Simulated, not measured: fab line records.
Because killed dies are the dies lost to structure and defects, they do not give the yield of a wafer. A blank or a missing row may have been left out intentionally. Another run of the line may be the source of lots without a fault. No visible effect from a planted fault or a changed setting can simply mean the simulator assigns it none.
Problem report, 8D (eight disciplines) form, completed by code || flow nandHarc || the parts of the form that need people (team, actions taken, sign-off) are left out

## 1. WHAT IS WRONG
At NHARC_P_M0_SOFTBAKE_04, heaterPowerTotalW averages 176.85 W over 6 wafers from 2 lots, while fault-free wafers read 188.44 W, standard deviation 0.14. That puts it -83 standard deviations away from the usual mean.
The step: time 55 s.
The first sign was on wafer L863.1 at day 9 18:00, on lithoTrack-06. At this step, 36 wafers from 12 lots have a number in the record. The rule behind "out" and "out of limits": a value lying over 4 standard deviations away from the usual mean. Any other wafer with a number is counted as sound.

## 2. WHAT IT IS, AND WHAT IT ISN'T
{"question": "which readings at this step", "is": "heaterPowerTotalW", "is not": "-"}
{"question": "which lots", "is": "L863, L864", "is not": "L850, L852, L853, L854, L857, L866, L868, L869, L870, L872"}
{"question": "which wafers of those lots", "is": "all that have a number", "is not": "-"}
{"question": "read on which tools", "is": "lithoTrack-06", "is not": "lithoTrack-01, lithoTrack-04"}
{"question": "when", "is": "from day 9 18:00", "is not": "up to then (15 sound wafers); but 15 sound wafers of L866, L868, L869, L870, L872 came after"}

## 3. THE SUSPECTS, EACH WITH WHAT RULES IT OUT
Counting: any tool at a process step up to the reading is kept as a suspect provided that every lot that is out went through it and no sound lot did after the first of them.
- lithoTrack-06 at NHARC_P_M0_SOFTBAKE_04 (time 55 s): kept. It ran every lot that is out, first L863 (day 9 18:00), and no sound lot after that; its last sound lot up to then is L857 (day 7 14:00). Its own readings are out on those wafers: heaterPowerTotalW.
After counting, what remains is lithoTrack-06 at NHARC_P_M0_SOFTBAKE_04.

## 4. THE CAUSE (what the simulator had put in)
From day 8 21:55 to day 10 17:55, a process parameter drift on lithoTrack-06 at NHARC_P_M0_SOFTBAKE_04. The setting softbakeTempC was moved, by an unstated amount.
Only this tool survived the counting.

## 5. THE EFFECT CHAIN, in route order
Rows list readings where the struck wafers' mean (over those with a number) sits beyond 3 standard deviations from the usual. Only readings whose record carries a usual standard deviation are examined. hours: median over the lots of the time between each lot's start at the first step of this table that gives one and its start at this step. sigmas: the change, counted in usual standard deviations.
{"hours": 0, "step": "NHARC_P_M0_SOFTBAKE_04", "reading": "heaterPowerTotalW", "usual": "188.44 W", "on struck wafers": 176.85, "change": -11.59, "sigmas": -83}
Process steps it contains:
- NHARC_P_M0_SOFTBAKE_04: time 55 s.
At these later measuring or inspecting steps, every struck wafer for which the step has a row has a number for every such reading, and none has moved that far: NHARC_P_M0_OVL_MEAS_10, NHARC_P_M0_INSPECT_11, NHARC_END_SORT_01.

## 6. WHAT WOULD HAVE CAUGHT IT SOONER
In this record the first reading out of limits was taken at day 9 18:00, 20 hours after the fault began at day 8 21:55.
